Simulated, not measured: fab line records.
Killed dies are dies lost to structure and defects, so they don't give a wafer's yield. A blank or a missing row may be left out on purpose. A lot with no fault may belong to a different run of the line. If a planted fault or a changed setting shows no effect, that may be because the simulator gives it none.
Chamber matching -- flow nand_harc -- NHARC_A_WL_FILL_ALD_00 on ald_hk-02 has 4 sister chambers
The step deposits Al2O3, target thk 3 nm, pulse time 3 s, ald cycles 30. 14 wafers are shown with their chamber, then 7 later ones without.

## EACH WAFER AND ITS CHAMBER
wafer,chamber,heater_power_w (W),precursor_pulse_height_rel
L512.3,2,390,1.027
L512.4,1,467,1.043
L512.5,1,476,1.013
L522.1,3,438,1.030
L522.2,2,373,0.977
L522.5,3,431,0.966
L524.2,0,453,1.010
L524.4,1,485,1.030
L524.6,3,437,1.035
L523.3,1,476,0.966
L523.4,2,374,1.023
L523.5,0,449,0.970
L530.1,1,481,0.985
L530.2,2,377,1.006

SIGNATURES (means of the wafers above)
reading,chamber 0,chamber 1,chamber 2,chamber 3,scatter within a chamber
heater_power_w,451.00,477.00,378.50,435.33,6.35
precursor_pulse_height_rel,0.99000,1.00740,1.00825,1.01033,0.0306
Rule: for a wafer and a chamber, the distance is found by dividing, reading by reading, the gap between the wafer's reading and the chamber's mean by the reading's scatter, squaring, summing and taking the root. If the next closest chamber is less than 2 further off than the closest, the wafer can't be placed; otherwise it belongs to the closest. How the scatter is found: for the shown wafers, subtract from each reading the mean of its chamber, square and add these, divide the total by (wafers less chambers), then take the root.

## WAFERS WITHOUT THEIR CHAMBER
wafer,heater_power_w (W),precursor_pulse_height_rel
L530.5,443,0.995
L532.2,377,1.012
L532.3,480,1.026
L532.5,439,1.007
L533.1,432,0.992
L533.2,373,0.995
L533.3,448,0.990

## WHICH CHAMBER EACH WENT THROUGH
wafer,from the rows above,in truth
L530.5,can't be placed: 0 or 3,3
L532.2,2,2
L532.3,1,1
L532.5,can't be placed: 3 or 0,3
L533.1,3,3
L533.2,2,2
L533.3,can't be placed: 0 or 3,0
Correctly placed: 4 of 7. Cannot be placed on the basis of these rows: 3; the candidates contain the true chamber in 3. Wrongly placed: 0.
